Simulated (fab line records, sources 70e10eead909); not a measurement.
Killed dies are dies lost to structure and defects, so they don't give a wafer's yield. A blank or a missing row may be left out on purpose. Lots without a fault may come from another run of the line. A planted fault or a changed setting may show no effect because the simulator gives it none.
Chamber matching | flow nand_harc | NHARC_A_CONTACT_CMP_20 on cmp-02: 4 sister chambers
The step polishes, t overpolish 30 s, target thk 300 nm. 20 wafers are shown with their chamber, then 10 later ones without.

WAFERS WITH THEIR CHAMBER
wafer  | chamber | overpolish_run_s (s) | time_to_endpoint_s (s) | motor_current_A (A)
L076.2 | 3       | 29.990               | 62.7                   | 12.4
L076.3 | 0       | 30.007               | 57.7                   | 12.5
L076.4 | 1       | 30.010               | 61.9                   | 11.8
L080.1 | 0       | 29.997               | 55.9                   | 12.5
L080.4 | 1       | 29.994               | 59.9                   | 12.6
L080.6 | 1       | 29.998               | 61.3                   | 13.0
L080.2 | 3       | 30.009               | 58.9                   | 12.5
L080.3 | 2       | 29.994               | 57.8                   | 12.4
L080.5 | 2       | 30.006               | 59.6                   | 12.3
L081.1 | 1       | 29.992               | 56.9                   | 11.7
L081.3 | 3       | 30.006               | 60.2                   | 11.4
L081.6 | 1       | 29.991               | 58.7                   | 12.1
L087.4 | 2       | 29.995               | 54.6                   | 12.7
L087.5 | 2       | 29.999               | 59.3                   | 12.3
L087.6 | 3       | 30.006               | 54.8                   | 12.7
L091.3 | 0       | 29.989               | 59.1                   | 11.4
L091.4 | 2       | 29.992               | 59.7                   | 13.4
L091.6 | 1       | 29.992               | 60.2                   | 12.0
L091.1 | 1       | 30.005               | 60.5                   | 12.0
L091.2 | 3       | 30.015               | 59.1                   | 12.3

SIGNATURES (means of the wafers above)
reading            | chamber 0 | chamber 1 | chamber 2 | chamber 3 | scatter within a chamber
overpolish_run_s   | 29.99767  | 29.99743  | 29.99720  | 30.00520  | 0.00773
time_to_endpoint_s | 57.567    | 59.914    | 58.200    | 59.140    | 2.14
motor_current_A    | 12.133    | 12.171    | 12.620    | 12.260    | 0.499
Rule: a wafer's distance from a chamber is the root of the sum, over the readings, of the square of ((its reading less the chamber's mean) divided by the reading's scatter). The wafer belongs to the nearest chamber; if the next one is less than 2 further off, it can't be placed. The scatter: the root of (the sum of the squares of (reading less its chamber's mean) over the shown wafers, divided by (wafers less chambers)).

WAFERS WITHOUT THEIR CHAMBER
wafer  | overpolish_run_s (s) | time_to_endpoint_s (s) | motor_current_A (A)
L091.5 | 29.998               | 57.4                   | 11.8
L092.1 | 29.999               | 59.2                   | 12.2
L092.2 | 30.000               | 59.6                   | 12.7
L092.4 | 30.012               | 58.5                   | 12.0
L095.1 | 30.009               | 59.3                   | 12.4
L095.2 | 30.001               | 58.2                   | 12.0
L095.5 | 29.990               | 61.8                   | 12.5
L093.1 | 30.018               | 55.9                   | 11.5
L093.5 | 29.997               | 57.4                   | 12.5
L093.6 | 29.994               | 56.2                   | 12.2

WHICH CHAMBER EACH WENT THROUGH
wafer  | from the rows above               | in truth
L091.5 | can't be placed: 0 or 1 or 3 or 2 | 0
L092.1 | can't be placed: 1 or 0 or 3 or 2 | 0
L092.2 | can't be placed: 2 or 1 or 3 or 0 | 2
L092.4 | can't be placed: 3 or 0 or 1 or 2 | 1
L095.1 | can't be placed: 3 or 1 or 2 or 0 | 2
L095.2 | can't be placed: 0 or 3 or 1 or 2 | 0
L095.5 | can't be placed: 1 or 2 or 0 or 3 | 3
L093.1 | can't be placed: 3 or 0 or 1 or 2 | 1
L093.5 | can't be placed: 2 or 0 or 1 or 3 | 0
L093.6 | can't be placed: 0 or 2 or 1 or 3 | 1
Placed correctly: 0 of 10. Can't be placed from these rows: 10 (the true chamber is among the candidates in 10). Placed wrongly: 0.
